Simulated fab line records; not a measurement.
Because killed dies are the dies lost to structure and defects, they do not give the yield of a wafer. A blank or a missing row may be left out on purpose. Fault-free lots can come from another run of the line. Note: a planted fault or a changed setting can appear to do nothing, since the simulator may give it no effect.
Struck lot and sound lot, side by side | flow n5-finfet | 18 steps out of a route of 1938
Sound: the wafers L185.1, L185.5, L185.6. Struck: wafer L200.2. (L200.1, L200.6 of the same lot were not struck and are left out.) The cause comes at the end.
For every step that has rows: the tool of each side, followed by ch and its chambers, followed by its first start. Under that, the readings that differ: sound wafers | struck wafers | difference of the means | sigmas: that difference in standard deviations of wafers without a fault.
alike: same words and numbers on both sides, and readings whose means sit less than 2 such deviations apart. not compared: any withheld reading, any reading some wafer has no value for, any bound like >300 that may hide the same value, and any number with overlapping values for which the record gives no deviation.
The two part at a step that has a row with sigmas, a row that says differs or no value, or rows on one side only. Numbers that have no deviation but don't overlap get no sigmas and don't part them. A reading missing from all wafers of one side parts the sides only when that side holds two or more wafers.

first, 2 steps without rows for these wafers: N5_BEOL_M1_ANNEAL_82 (time 240 s); N5_BEOL_M1_SPUTTER_86 (material Cu, target thk 4.5 nm, time 8.29 s).
N5_BEOL_M1_ANNEAL_87: time 240 s.
  struck on pvd-sputter-02, day 10 11:25; sound on pvd-sputter-03, day 6 18:21
  reading            | sound       | struck | difference | sigmas
  heater-power-w (W) | 808 694 753 | 905    | +153       | +2
then, 1 step without rows for these wafers: N5_BEOL_M1_SPUTTER_88 (material Cu, target thk 4.5 nm, time 8.29 s).
N5_BEOL_M1_ANNEAL_89: time 240 s.
  struck on pvd-sputter-02, day 10 11:38; sound on pvd-sputter-03, day 6 18:34
  alike: heater-power-w
N5_BEOL_M1_SPUTTER_90: material Cu, target thk 4.5 nm, time 8.29 s.
  struck on pvd-sputter-02, day 10 11:46; sound on pvd-sputter-03, day 6 18:43
  alike: throttle-valve-pct
then, 1 step without rows for these wafers: N5_BEOL_M1_ANNEAL_91 (time 240 s).
N5_BEOL_M1_SPUTTER_92: material Cu, target thk 4.5 nm, time 8.29 s.
  struck on pvd-sputter-02, day 10 11:59; sound on pvd-sputter-03, day 6 18:56
  alike: throttle-valve-pct
then, 4 steps without rows for these wafers: N5_BEOL_M1_ANNEAL_93 (time 240 s); N5_BEOL_M1_SPUTTER_94 (material Cu, target thk 4.5 nm, time 8.29 s); N5_BEOL_M1_ANNEAL_95 (time 240 s); N5_BEOL_M1_SPUTTER_96 (material Cu, target thk 4.5 nm, time 8.29 s).
N5_BEOL_M1_ECD_50: material Cu, target thk 300 nm.
  sound on ecd-cu-02 ch 0,1, day 6 19:29; struck on ecd-cu-01 ch 0, day 10 12:32
  reading                                | sound             | struck | difference | sigmas
  model.Cu_of_BEOL_M1_ECD_50.thk-nm (nm) | 297.8 302.4 301.8 | 209.2  | -91.5      |
N5_BEOL_M1_ANNEAL_51: time 90 s.
  sound on rtp-anneal-01 ch 0, day 6 19:34; struck on rtp-anneal-01 ch 0, day 10 12:53
  alike: wafer_temp_C_max
N5_BEOL_M1_CMP_52: polishes, stops on SiOC, t overpolish 6.8 s, target thk 40 nm.
  sound on cmp-04 ch 0,2,3, day 6 19:59; struck on cmp-01 ch 1, day 10 13:13
  reading                | sound    | struck | difference | sigmas
  time-to-endpoint-s (s) | 62 63 63 | 41     | -22        | -7
  alike: motor-current-A
N5_BEOL_M1_THK_MEAS_53: measures by xrf.
  struck on film-metro-01, day 10 13:29; sound on film-metro-02, day 6 20:10
  alike: M1_THK
N5_BEOL_M4_RC_MEAS_101:
  sound on prober-01 ch 0, day 8 10:17; struck on prober-02 ch 0, day 11 23:47
  alike: DIBL_N, DIBL_P, IOFF_N, IOFF_P, ION_N, ION_P, SS_N, SS_P, VT_N, VT_P
-- record jumps: 5 days separate the struck wafers' starts on either side; left off in module BEOL_M4, taken up again in module PASSIVATION, whose first shown step is the route's number 1936 --
N5_PASSIVATION_PROBE_49:
  only the struck wafers here have rows in the record (prober-01, day 16 16:54); the sound ones have none

## WHERE THEY PART
First at N5_BEOL_M1_ANNEAL_87; last, within this record, at N5_PASSIVATION_PROBE_49.

WHY: what had been put in by the simulator
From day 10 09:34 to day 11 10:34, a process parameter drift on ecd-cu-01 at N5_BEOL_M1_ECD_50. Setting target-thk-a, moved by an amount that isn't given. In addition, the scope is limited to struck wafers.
